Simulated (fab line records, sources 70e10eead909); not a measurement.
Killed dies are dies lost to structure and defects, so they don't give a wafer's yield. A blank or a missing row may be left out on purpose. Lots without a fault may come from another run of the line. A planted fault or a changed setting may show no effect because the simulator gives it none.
Chamber matching | flow nand_harc | NHARC_A_STAIRCASE_CMP_450 on cmp-02: 4 sister chambers
The step polishes SiO2, target thk 200 nm. 20 wafers are shown with their chamber, then 10 later ones without.

WAFERS WITH THEIR CHAMBER
wafer  | chamber | motor_current_A (A) | slurry_filter_dp_kPa (kPa)
L075.2 | 1       | 13.0                | 13.57
L075.3 | 2       | 14.2                | 13.73
L075.6 | 0       | 13.6                | 13.29
L077.1 | 1       | 12.9                | 13.44
L077.5 | 1       | 12.6                | 13.65
L077.6 | 2       | 14.0                | 13.45
L081.1 | 0       | 13.0                | 13.51
L081.3 | 3       | 9.4                 | 13.40
L081.4 | 2       | 13.9                | 13.41
L080.2 | 1       | 12.6                | 13.52
L080.4 | 0       | 13.8                | 13.76
L080.6 | 2       | 13.7                | 13.46
L085.3 | 1       | 12.8                | 13.44
L085.4 | 0       | 13.3                | 13.31
L085.5 | 2       | 13.8                | 13.52
L086.1 | 1       | 12.6                | 13.31
L086.4 | 0       | 12.8                | 13.24
L086.6 | 3       | 9.7                 | 13.65
L090.1 | 0       | 12.7                | 13.67
L090.2 | 3       | 9.1                 | 13.55

SIGNATURES (means of the wafers above)
reading              | chamber 0 | chamber 1 | chamber 2 | chamber 3 | scatter within a chamber
motor_current_A      | 13.200    | 12.750    | 13.920    | 9.400     | 0.302
slurry_filter_dp_kPa | 13.4633   | 13.4883   | 13.5140   | 13.5333   | 0.159
Rule: a wafer's distance from a chamber is the root of the sum, over the readings, of the square of ((its reading less the chamber's mean) divided by the reading's scatter). The wafer belongs to the nearest chamber; if the next one is less than 2 further off, it can't be placed. The scatter: the root of (the sum of the squares of (reading less its chamber's mean) over the shown wafers, divided by (wafers less chambers)).

WAFERS WITHOUT THEIR CHAMBER
wafer  | motor_current_A (A) | slurry_filter_dp_kPa (kPa)
L090.4 | 12.8                | 13.63
L093.1 | 12.3                | 13.44
L093.2 | 12.9                | 13.75
L093.3 | 9.6                 | 13.58
L095.1 | 12.6                | 13.50
L095.2 | 12.4                | 13.60
L095.6 | 12.1                | 13.73
L097.1 | 9.1                 | 13.74
L097.3 | 12.5                | 13.33
L097.6 | 13.4                | 13.60

WHICH CHAMBER EACH WENT THROUGH
wafer  | from the rows above          | in truth
L090.4 | can't be placed: 1 or 0      | 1
L093.1 | can't be placed: 1 or 0      | 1
L093.2 | can't be placed: 1 or 0 or 2 | 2
L093.3 | 3                            | 3
L095.1 | can't be placed: 1 or 0      | 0
L095.2 | can't be placed: 1 or 0      | 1
L095.6 | can't be placed: 1 or 0      | 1
L097.1 | 3                            | 3
L097.3 | can't be placed: 1 or 0      | 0
L097.6 | can't be placed: 0 or 2 or 1 | 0
Placed correctly: 2 of 10. Can't be placed from these rows: 8 (the true chamber is among the candidates in 8). Placed wrongly: 0.
